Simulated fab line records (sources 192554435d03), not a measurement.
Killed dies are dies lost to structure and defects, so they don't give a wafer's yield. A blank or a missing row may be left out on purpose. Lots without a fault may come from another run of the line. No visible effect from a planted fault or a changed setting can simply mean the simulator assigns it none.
Split-lot trial -- flow n5_finfet -- route with 1938 steps; 7 lots, 21 wafers read

## THE SPLIT
At N5_GATE_CUT_DESCUM_18 (chemistry O2, time 7 s), the setting time_s was moved away from the recipe's 7 s on 6 of the 21 wafers read, by -16.7% to +20.7%. This setting was run at the recipe's value on the other wafers.

No step appears in the file between the split and the reading.

## THE READING
CAR-EUV_of_GATE_CUT_COAT_07.thk_nm (the simulator's own value, which no gauge read), in nm, at N5_GATE_CUT_ETCH_28 (etches underlayer in N2/H2, target depth 13 nm, time 10.4 s). There is no usual value for it anywhere in the file. Here, 15 wafers ran the recipe; their average is 14.7 nm with a standard deviation of 0.27 nm.

wafer,"tool, chamber at the split","time_s as run, s",against the recipe,"CAR-EUV_of_GATE_CUT_COAT_07.thk_nm, nm",against lot-mates on the recipe
L075.1,"rie_diel-01, 0",7.468,+6.7%,14.4,-0.1
L075.5,"rie_diel-01, 2",7,recipe,14.4,-
L075.6,"rie_diel-01, 3",7,recipe,14.6,-
L077.3,"rie_diel-04, 0",8.451,+20.7%,14.4,-1.0
L077.5,"rie_diel-04, 1",7,recipe,15.4,-
L077.6,"rie_diel-04, 0",8.451,+20.7%,14.4,-1.0
L080.1,"rie_diel-01, 3",7,recipe,14.6,-
L080.5,"rie_diel-01, 1",7,recipe,14.8,-
L080.6,"rie_diel-01, 3",7,recipe,14.4,-
L084.2,"rie_diel-03, 1,0",7,recipe,14.4,-
L084.3,"rie_diel-03, 1,0",7,recipe,14.6,-
L084.5,"rie_diel-03, 0",5.828,-16.7%,15,+0.5
L085.1,"rie_diel-01, 3,2,3",7,recipe,14.4,-
L085.2,"rie_diel-01, 3,2,3",7,recipe,14.8,-
L085.6,"rie_diel-01, 3,2,3",7,recipe,14.8,-
L089.3,"rie_diel-03, 3",6.004,-14.2%,15.2,+0.6
L089.5,"rie_diel-03, 3,0",7,recipe,14.6,-
L089.6,"rie_diel-03, 3,0",7,recipe,14.6,-
L097.1,"rie_diel-01, 2",8.366,+19.5%,14.4,-0.6
L097.2,"rie_diel-01, 1",7,recipe,15,-
L097.6,"rie_diel-01, 2",7,recipe,15,-
The file does not say which wafer passed through which chamber wherever a row lists several chambers: such a row stands for several wafers.

FIT RESULTS
A straight line over all 21 wafers: CAR-EUV_of_GATE_CUT_COAT_07.thk_nm changes by -0.0185 nm for each +1% of time_s; r = -0.57; the points scatter about the line by 0.25 nm.
The same after taking each lot's own level away (the mean of its wafers on the recipe; 21 wafers): -0.0399 nm for each +1%; r = -0.94; scatter 0.14 nm.
Per that fit: largest time_s move, reading shift of 0.83 nm.
The span of the lots' own levels, 14.50 to 15.40 nm, comes to 3.3 times the standard deviation stated above.
So the lot-to-lot level blurs the effect unless lot-mates are compared.
Check: with one of the wafers moved furthest among these (+20.7%) left out of the fit, the line predicts -0.775 nm for it against its lot-mates. Against them it came out at -1 nm.

## THE OTHER SPLITS THESE WAFERS WENT THROUGH
Other splits were also applied to these wafers ahead of the reading. Each is held against what the fit with the lots' levels taken away leaves over:
other split on the same wafers,wafers away from the commonest value,r with CAR-EUV_of_GATE_CUT_COAT_07.thk_nm (lot level and that fit taken away)
N5_SD_EPI_P_ETCH_16 target_depth_a,5,-0.14
N5_SD_EPI_P_EPI_21 temp_c,7,+0.18
N5_HKMG_FIN_ETCH_54 source_w,6,+0.19
N5_HKMG_FIN_ETCH_55 time_s,8,+0.35
N5_GATE_CUT_COAT_27 spin_rpm,6,-0.06

## THE WHOLE CHAIN: every reading that the file lists as answering this split, in the file's order
step,what it does,reading,change (the file's fit),r (the file's)
N5_GATE_CUT_DESCUM_18,"chemistry O2, time 7 s","CAR-EUV_of_GATE_CUT_COAT_07.thk_nm (the simulator's own value, which no gauge read)",-0.0395 nm for each +1% of the setting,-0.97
N5_GATE_CUT_ETCH_28,"etches underlayer in N2/H2, target depth 13 nm, time 10.4 s","CAR-EUV_of_GATE_CUT_COAT_07.thk_nm (the simulator's own value, which no gauge read)",-0.0374 nm for each +1% of the setting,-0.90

## THE FILE'S OWN FIT
CAR-EUV_of_GATE_CUT_COAT_07.thk_nm changes by -0.0374 nm for each +1% of time_s, r = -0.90.
